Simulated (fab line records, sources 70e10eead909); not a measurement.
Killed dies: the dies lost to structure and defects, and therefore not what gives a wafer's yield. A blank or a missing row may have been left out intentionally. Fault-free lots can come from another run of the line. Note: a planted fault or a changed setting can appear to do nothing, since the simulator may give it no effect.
fab line records | flow nand_harc
record: lots: 13 wafers: 37 last_day: 35
route steps=1302 shown A_STAIRCASE@870 A_SGD_CUT@901 END@1302
lots with no fault: from the same line, run without faults
start_h: start of the lot's first displayed wafer, in hours after the record's first day | wait_h: hours from the lot's prior step to this one | " as in the row above | L1.1+2: a row that stands for several wafers | - no value present, or no start provided | * or withheld: withheld | < > ~ a bound
route shown NAME@n: names a module that has steps shown in the file, with the first one's number in the route | usual: mean/standard deviation of fault-free wafers | same: alike in all rows | chamber/n: place in a boat | sites: per-site readings | _std_site: how widely they spread, as a standard deviation | _edge_site: outer sites' mean less inner sites' | radius_mm: how far each site lies from the wafer's centre | mask NAME#n: copy n | behind: the tool/chamber that last shaped the wafer | hold: why the lot went on hold/how many hours it stayed there/how the hold came to an end | device: transistor that didn't switch, given as n, p or np | end of line: tests of these same wafers at the route's end | step lacking rows: just its recipe | killed: dies lost to structure and defects at the first sort, not the wafer's yield | map: per-die view of a wafer (x killed, . not killed, _ where there is no die)
set.NAME: the run value of the setting; set.NAME@STEP: its run value at that earlier step | model.NAME: the simulator's own value behind a step, which no gauge read
route steps across a sampled set of lots; one table per step, one row per wafer
services: a tool's chamber out of use, with start hour (start_h, from the record's first day; less than 0 if before it), hours out, and reason
== steps ==
step: NHARC_A_STAIRCASE_ETCH_444
recipe: target_depth_a: 2.04e+05 time_s: 6800 c4f8_flow_sccm: 20 o2_flow_sccm: 10 ar_flow_sccm: withheld rf_w: 600 bias_w: 1000 chemistry: C4F8/O2
usual: oes_product_au: 0.936/0.02 rf_vpp_V: 804/3.2
columns lot.wafer tool chamber start_h wait_h oes_product_au rf_hours_counter_h rf_vpp_V
L653.3 rie_diel-06 3 446.27 0.1 0.926 22 805
L653.4 " 0 " " 0.917 17 803
L653.1 " 2 " " 0.920 22 800
L654.2 rie_diel-01 0 446.31 0.1 0.969 15 811
L654.4 " 1 " " 0.962 12 802
L654.5 " 1 448.64 2.4 0.961 - 801
L652.2 rie_diel-10 0 446.49 0.1 0.987 3 803
L652.3 " 1 " " 0.980 4 800
L652.5 " 1 448.89 2.4 0.974 - 800
L660.2 rie_diel-06 1 525.69 0.1 0.936 14 808
L660.3 " 2 " " 0.949 14 800
L660.6 " 2 528.05 2.4 0.948 - 800
L659.3 rie_diel-01 2 526.16 0.5 0.932 42 805
L659.1 " 3 " " 0.920 44 805
L659.6 " 2 528.03 2.4 0.933 - 804
L656.1 rie_diel-06 0 528.99 3.3 0.955 15 803
L656.3 " 2 " " 0.951 17 800
L656.5 " 0 " " 0.957 - 804
L661.1 rie_diel-01 0 546.28 2.9 0.925 54 810
L661.2 " 1 " " 0.926 58 801
L661.4 " 3 " " 0.932 52 804
L664.3 rie_diel-06 1 564.20 0.1 0.927 31 806
L664.4 " 2 " " 0.933 31 799
L664.1 " 3 " " 0.917 27 806
L657.3 rie_diel-10 3 564.44 0.5 0.935 43 811
L657.1 " 0 " " 0.943 39 803
L657.5 " 2 " " 0.946 - 801
L668.3 rie_diel-06 0 582.85 0.2 0.907 39 803
L668.1 " 1 " " 0.918 44 807
L668.5 " 2 586.03 3.4 0.920 - 799
L673.1 rie_diel-01 0 655.14 0.2 0.936 25 809
L673.3 " 3 656.57 1.6 0.929 28 804
L673.5 " 0 " " 0.944 - 809
L674.5 rie_diel-01 3 661.22 2.4 0.921 - 805
L675.3 rie_diel-06 2 699.13 0.6 0.952 7 799
L675.2 " 3 " " 0.965 6 804
L675.6 " 2 701.02 2.5 0.955 - 800
step: NHARC_A_STAIRCASE_STRIP_475
recipe: time_s: 20 o2_flow_sccm: 500 ar_flow_sccm: 0 bias_w: 0 chemistry: O2
usual: drypump_motor_current_A: 5.8/0.57 oes_product_au: 1.002/0.01 rf_vpp_V: 57.6/0.84 showerhead_plenum_p_Torr: 3.44/0.13 throttle_valve_pct: 17.036/0.0092
columns lot.wafer tool chamber start_h wait_h drypump_motor_current_A oes_product_au rf_hours_counter_h rf_vpp_V showerhead_plenum_p_Torr throttle_valve_pct
L653.3 rie_diel-06 1 - - 6.1 1.000 24 57.5 3.56 17.022
L653.4 " 2 " " 5.9 1.004 24 57.6 3.34 17.049
L653.1 " 3 " " 5.5 1.002 25 57.7 3.47 17.036
L654.4 rie_diel-10 0 - - 5.4 0.995 8 58.3 3.42 17.031
L654.2 " 1 " " 5.9 1.006 8 56.8 3.31 17.042
L654.5 " 2 " " 5.1 1.016 - 57.0 3.37 17.033
L652.2 rie_diel-06 1 - - 6.2 1.001 24 57.7 3.56 17.053
L652.3 " 2 " " 5.9 0.989 24 56.3 3.34 17.038
L652.5 " 0 " " 6.8 0.981 - 58.3 3.43 17.042
L659.1 rie_diel-10 1 - - 5.8 1.004 34 57.2 3.30 17.013
L659.3 " 3 " " 5.4 0.999 34 57.4 3.70 17.037
L659.6 " 1 " " 5.8 1.000 - 57.3 3.30 17.044
L660.3 rie_diel-06 2 - - 5.8 0.983 18 59.1 3.33 17.049
L660.2 " 3 " " 5.4 0.986 18 57.6 3.46 17.046
L660.6 " 2 " " 5.9 0.995 - 59.1 3.33 17.027
L656.1 rie_diel-10 1 - - 5.9 1.002 35 56.7 3.30 17.031
L656.3 " 2 " " 5.1 1.016 33 57.4 3.35 17.026
L656.5 " 0 " " 5.4 0.996 - 59.0 3.41 17.037
L661.4 rie_diel-06 0 - - 6.8 0.998 25 58.7 3.41 17.037
L661.1 " 1 " " 6.1 0.992 27 58.0 3.54 17.029
L661.2 " 3 " " 5.4 0.979 25 56.9 3.45 17.032
L657.3 rie_diel-01 0 - - 6.7 1.001 2 56.8 3.61 17.037
L657.1 " 3 " " 6.1 0.999 2 58.4 3.45 17.034
L657.5 " 0 " " 6.7 1.001 - 57.7 3.61 17.042
L664.3 rie_diel-10 2 - - 5.0 1.005 46 56.1 3.35 17.032
L664.1 " 3 " " 5.3 1.011 48 58.6 3.69 17.023
L664.4 " 0 " " 5.3 1.015 41 58.6 3.41 17.045
L668.1 rie_diel-06 1 - - 6.1 0.990 48 58.1 3.53 17.044
L668.3 " 2 " " 5.8 1.005 42 57.8 3.31 17.034
L668.5 " 0 " " 6.8 0.998 - 59.0 3.40 17.029
L673.3 rie_diel-10 0 - - 5.4 1.010 17 57.9 3.39 17.034
L673.1 " 1 " " 5.8 0.996 15 57.1 3.28 17.018
L673.5 " 2 " " 5.1 1.000 - 59.2 3.34 17.021
L674.5 rie_diel-10 1 - - 5.8 1.001 - 57.7 3.28 17.041
L675.2 rie_diel-10 2 - - 5.1 1.016 34 56.2 3.33 17.035
L675.3 " 1 " " 5.8 1.008 33 57.0 3.28 17.033
L675.6 " 3 " " 5.4 1.019 - 58.0 3.67 17.024
step: NHARC_A_STAIRCASE_DEP_471
recipe: target_thk_a: 1000 temp_c: 400 pressure_torr: 6.5 rf_w: 900 teos_flow_sccm: 161.4 flow_sccm: 2650 target_thk_nm: 100 gas: O2 material: SiO2
usual: chamber_pressure_Torr: 6.499/0.016 heater_power_w: 578/87 mfc_precursor_sccm: 161.4/0.5 showerhead_vpp_V: 1846/80 throttle_valve_pct: 16.1/0.52
columns lot.wafer tool chamber start_h wait_h chamber_pressure_Torr heater_power_w mfc_precursor_sccm showerhead_vpp_V throttle_valve_pct
L653.1 pecvd-02 1 452.65 - 6.510 568 160.7 1731 15.9
L653.3 " 2 " " 6.499 546 162.2 1684 15.5
L653.4 " 2 " " 6.484 533 161.2 1688 15.7
L654.2 pecvd-01 2 453.30 - 6.524 478 160.6 1942 16.1
L654.4 " 1 " " 6.490 535 161.6 1916 17.1
L654.5 " 2 " " 6.500 487 161.9 1911 16.0
L652.3 pecvd-03 2 453.38 - 6.513 662 161.9 1787 16.2
L652.2 " 0 " " 6.495 546 161.3 1853 16.3
L652.5 " 0 " " 6.501 547 160.7 1854 16.7
L659.1 pecvd-02 1 532.04 - 6.509 550 161.8 1712 16.2
L659.3 " 2 " " 6.500 574 162.0 1708 15.6
L659.6 " 2 " " 6.504 567 162.0 1717 15.6
L660.2 pecvd-03 0 532.12 - 6.464 619 160.7 1888 16.6
L660.3 " 1 " " 6.487 625 162.3 1824 15.4
L660.6 " 1 " " 6.475 605 161.3 1830 15.3
L656.1 pecvd-01 0 535.22 - 6.505 624 161.5 1890 16.4
L656.3 " 0 " " 6.485 622 161.1 1842 16.4
L656.5 " 0 " " 6.500 632 161.7 1852 16.4
L661.2 pecvd-01 2 552.61 - 6.477 438 161.8 1920 15.9
L661.1 " 0 " " 6.525 686 161.4 1865 16.6
L661.4 " 2 " " 6.464 446 161.2 1937 15.9
L657.1 pecvd-01 0 570.37 - 6.492 614 160.1 1824 16.0
L657.3 " 2 " " 6.494 461 161.9 1934 15.9
L657.5 " 2 " " 6.510 470 161.4 1906 15.8
L664.1 pecvd-02 2 570.61 - 6.500 519 160.5 1737 15.6
L664.3 " 0 " " 6.514 632 162.9 1945 15.8
L664.4 " 0 " " 6.500 613 162.3 1989 15.8
L668.1 pecvd-01 2 590.51 - 6.503 509 161.5 1914 15.7
L668.3 " 1 " " 6.504 422 161.4 1919 16.9
L668.5 " 0 " " 6.511 690 161.1 1849 16.4
L673.1 pecvd-01 1 661.52 - 6.494 443 161.5 1920 17.3
L673.3 " 2 " " 6.488 494 161.0 1901 16.2
L673.5 " 0 " " 6.507 705 161.2 1825 16.4
L674.5 pecvd-01 0 665.35 - 6.505 713 161.9 1828 16.1
L675.3 pecvd-03 1 705.67 - 6.498 688 161.2 1799 15.4
L675.2 " 2 " " 6.503 554 161.1 1769 16.1
L675.6 " 2 " " 6.525 552 160.5 1781 16.3
step: NHARC_A_SGD_CUT_CD_MEAS_09
recipe: target_cd_nm: 100 landing_energy_ev: 500
usual: cd_nm: 99.9/0.63
columns lot.wafer tool chamber start_h wait_h cd_nm
L653.1 cd_sem-02 0 454.06 - 100.7
L653.3 " 0 " " 101.0
L653.4 " 0 " " 100.0
L654.2 cd_sem-02 0 454.69 - 101.2
L654.4 " 0 " " 100.3
L654.5 " 0 " " 101.0
L652.2 cd_sem-02 0 454.86 - 99.8
L652.3 " 0 " " 98.7
L652.5 " 0 " " 99.3
L659.1 cd_sem-03 0 533.42 - 100.5
L659.3 " 0 " " 99.6
L659.6 " 0 " " 99.6
L660.2 cd_sem-01 0 533.57 - 99.7
L660.3 " 0 " " 100.8
L660.6 " 0 " " 100.0
L656.1 cd_sem-01 0 536.76 - 99.9
L656.3 " 0 " " 100.0
L656.5 " 0 " " 99.5
L661.1 cd_sem-01 0 554.19 - 100.0
L661.2 " 0 " " 100.3
L661.4 " 0 " " 99.6
L657.1 cd_sem-02 0 571.91 - 100.0
L657.3 " 0 " " 99.9
L657.5 " 0 " " 99.0
L664.1 cd_sem-02 0 572.11 - 99.9
L664.3 " 0 " " 100.1
L664.4 " 0 " " 99.2
L668.1 cd_sem-03 0 591.91 - 99.3
L668.3 " 0 " " 99.8
L668.5 " 0 " " 99.8
L673.1 cd_sem-03 0 665.93 - 100.2
L673.3 " 0 " " 100.1
L673.5 " 0 " " 99.4
L674.5 cd_sem-01 0 669.82 - 98.6
L675.2 cd_sem-03 0 707.06 - 99.7
L675.3 " 0 " " 100.1
L675.6 " 0 " " 100.2
step: NHARC_END_SORT_01
recipe: temp_c: 25
usual: killed_at_array: 54/18 killed_at_other: 0.9/1.2 killed_at_periphery: 4.4/2.9 killed_dies: 59/18 killed_open: 3.2/1.8 killed_short: 2.6/1.8
same: gross_dies: 677
columns lot.wafer tool chamber start_h wait_h killed_at_array killed_at_other killed_at_periphery killed_dies killed_open killed_short
L673.1 prober-01 0 791.80 2.5 24 0 5 29 4 2
L673.3 prober-01 0 793.39 3.1 27 0 8 35 3 5
L673.5 prober-01 0 794.98 3.7 81 1 9 91 1 3
L674.5 prober-02 0 826.42 3.7 158 0 4 162 1 1
killed by level:class
L673.1 A_CONTACT:chamber_film_flake=8 A_SLIT:chamber_film_flake=4 P_ZERO_WELL:chamber_film_flake=3 A_WL_FILL:chamber_film_flake=3 A_ONON_D2:geometric_particle:open=2 P_BONDPAD:chamber_film_flake=2 A_CHANNEL_HOLE_D2:chamber_film_flake=2 A_DECK1_JOINT:geometric_particle:open=1
L673.3 A_CONTACT:chamber_film_flake=8 A_SLIT:chamber_film_flake=7 P_BONDPAD:chamber_film_flake=5 A_WL_FILL:chamber_film_flake=4 P_STI:geometric_particle:short=2 A_WL_FILL:geometric_particle:open=2 A_CHANNEL_FILL_D1:geometric_particle:open=1 A_CHANNEL_FILL_D1:geometric_particle:short=1
L673.5 A_STAIRCASE:unspecified=60 A_SLIT:chamber_film_flake=7 P_BONDPAD:chamber_film_flake=5 A_CONTACT:chamber_film_flake=5 A_STAIRCASE:chamber_film_flake=3 P_ZERO_WELL:chamber_film_flake=2 P_GATE:geometric_particle:short=1 A_DECK1_JOINT:geometric_particle:open=1
L674.5 A_STAIRCASE:unspecified=64 A_SLIT:chamber_film_flake=36 A_CHANNEL_HOLE_D2:chamber_film_flake=24 A_CHANNEL_HOLE_D1:chamber_film_flake=13 A_STAIRCASE:chamber_film_flake=5 A_M1:chamber_film_flake=4 A_WL_FILL:chamber_film_flake=4 P_ZERO_WELL:chamber_film_flake=2
== services ==
columns tool chamber start_h hours kind
pecvd-03 - 430.87 0.7 repair
rie_diel-10 0 483.51 6.6 repair
rie_diel-06 - 484.27 9.0 pm
pecvd-02 2 488.54 17.8 repair
pecvd-01 - 492.46 13.0 pm
pecvd-03 - 494.61 1.0 repair
pecvd-01 1 526.01 49.0 repair
pecvd-03 - 547.00 13.0 pm
rie_diel-01 - 557.80 9.0 pm
pecvd-02 - 589.48 13.0 pm
rie_diel-10 - 596.76 9.0 pm
rie_diel-01 0 619.70 6.1 repair
pecvd-02 1 623.88 1.8 repair
rie_diel-10 1 643.14 7.1 repair
pecvd-02 1 653.16 6.5 repair
rie_diel-06 0 657.88 2.4 repair
rie_diel-06 - 661.31 9.0 pm
pecvd-03 1 663.58 20.8 repair
pecvd-03 2 672.99 4.3 repair
pecvd-01 - 673.46 13.0 pm
rie_diel-06 3 674.67 2.1 repair
rie_diel-01 3 693.84 1.7 repair
rie_diel-10 0 699.92 2.5 repair
rie_diel-01 1 704.98 2.9 repair
== key ==
first_sign: step: NHARC_END_SORT_01 reading: killed_dies direction: up sigmas: 3.7 usual: 59 struck: 126
effect: step: NHARC_END_SORT_01 reading: killed_at_array direction: up sigmas: 3.6 usual: 54 struck: 120
more_kills_born_at: NHARC_A_STAIRCASE_DEP_471@pecvd-01: 124
met_at NHARC_A_STAIRCASE_DEP_471
struck_lots L673,L674
struck_wafers L673.5,L674.5
tester_left_out L673,L674
not_acting_at NHARC_A_STAIRCASE_ETCH_444,NHARC_A_STAIRCASE_STRIP_475,NHARC_A_SGD_CUT_CD_MEAS_09
onset_between 590.51 661.52
fault: kind: chamber_particle_source tool: pecvd-01 chamber: 0 onset_h: 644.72 steps: NHARC_A_STAIRCASE_DEP_471 rate_per_visit_cm2: 1.2 end_h: 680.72
tester_left_out: of these lots the tester's yield and bins aren't shown, on N5 and GAA mostly nor the transistor test; their killed dies are dies lost to structure and defects alone, not to doping, threshold or leakage, so they don't give the yield
